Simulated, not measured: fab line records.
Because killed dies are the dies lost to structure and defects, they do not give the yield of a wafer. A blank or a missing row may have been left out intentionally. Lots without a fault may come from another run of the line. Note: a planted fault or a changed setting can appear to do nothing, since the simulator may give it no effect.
The same fault as seen by 2 desks || flow n5_finfet || every desk sees just its own numbers, and what lay behind them comes last

== THE DEFECT DESK ==
For each lot, the counts of the inspections along the route, averaged over the sampled wafers that have a number. The brackets show how far a lot's mean lies from the usual mean; more than 4 standard deviations puts the lot out of limits, marked OUT.
Columns: A = raw_defect_count at N5_MOL_CONTACT_COAG_INSPECT_97, usual 46
{"lot": "L594", "first seen here": "day 5 15:52", "A": 64}
{"lot": "L596", "first seen here": "day 6 01:44", "A": 31}
{"lot": "L599", "first seen here": "day 6 20:35", "A": 81}
{"lot": "L600", "first seen here": "day 7 00:32", "A": 49}
{"lot": "L602", "first seen here": "day 7 14:44", "A": 37}
{"lot": "L603", "first seen here": "day 7 23:05", "A": 60}
{"lot": "L604", "first seen here": "day 8 06:06", "A": 27}
{"lot": "L606", "first seen here": "day 8 23:04", "A": 36}
{"lot": "L607", "first seen here": "day 9 02:04", "A": 54}
{"lot": "L608", "first seen here": "day 9 05:02", "A": 57}
{"lot": "L613", "first seen here": "day 10 07:56", "A": 33}
{"lot": "L614", "first seen here": "day 10 16:38", "A": 45}
{"lot": "L615", "first seen here": "day 11 05:37", "A": 64}
{"lot": "L616", "first seen here": "day 11 08:38", "A": 35}
This desk's finding: nothing out of limits on any of the 14 lots.

== TOOL OWNER'S DESK, litho_track-02 ==
The tool's own readings at N5_BEOL_M0_SAQP_PEB_12 (peb time 60 s): means of the sampled wafers that have a number, for each lot that ran on this tool. The brackets show how far a lot's mean lies from the usual mean; more than 4 standard deviations puts the lot out of limits, marked OUT.
Columns: A = chill_plate_temp_C at N5_BEOL_M0_SAQP_PEB_12, usual 22.98 C; B = exhaust_pa at N5_BEOL_M0_SAQP_PEB_12, usual 45.1 Pa
{"lot": "L596", "first seen here": "day 6 03:59", "A": 23.09, "B": 44.6}
{"lot": "L600", "first seen here": "day 7 02:09", "A": 23.12, "B": 44.8}
{"lot": "L606", "first seen here": "day 9 00:38", "A": 22.92, "B": 45.2}
This desk's finding: nothing out of limits on any of the 3 lots.

== ALL TOGETHER ==
The defect desk saw nothing out of limits.
The desk of the tool owner found nothing out of limits.

== WHAT THE SIMULATOR HAD INSERTED ==
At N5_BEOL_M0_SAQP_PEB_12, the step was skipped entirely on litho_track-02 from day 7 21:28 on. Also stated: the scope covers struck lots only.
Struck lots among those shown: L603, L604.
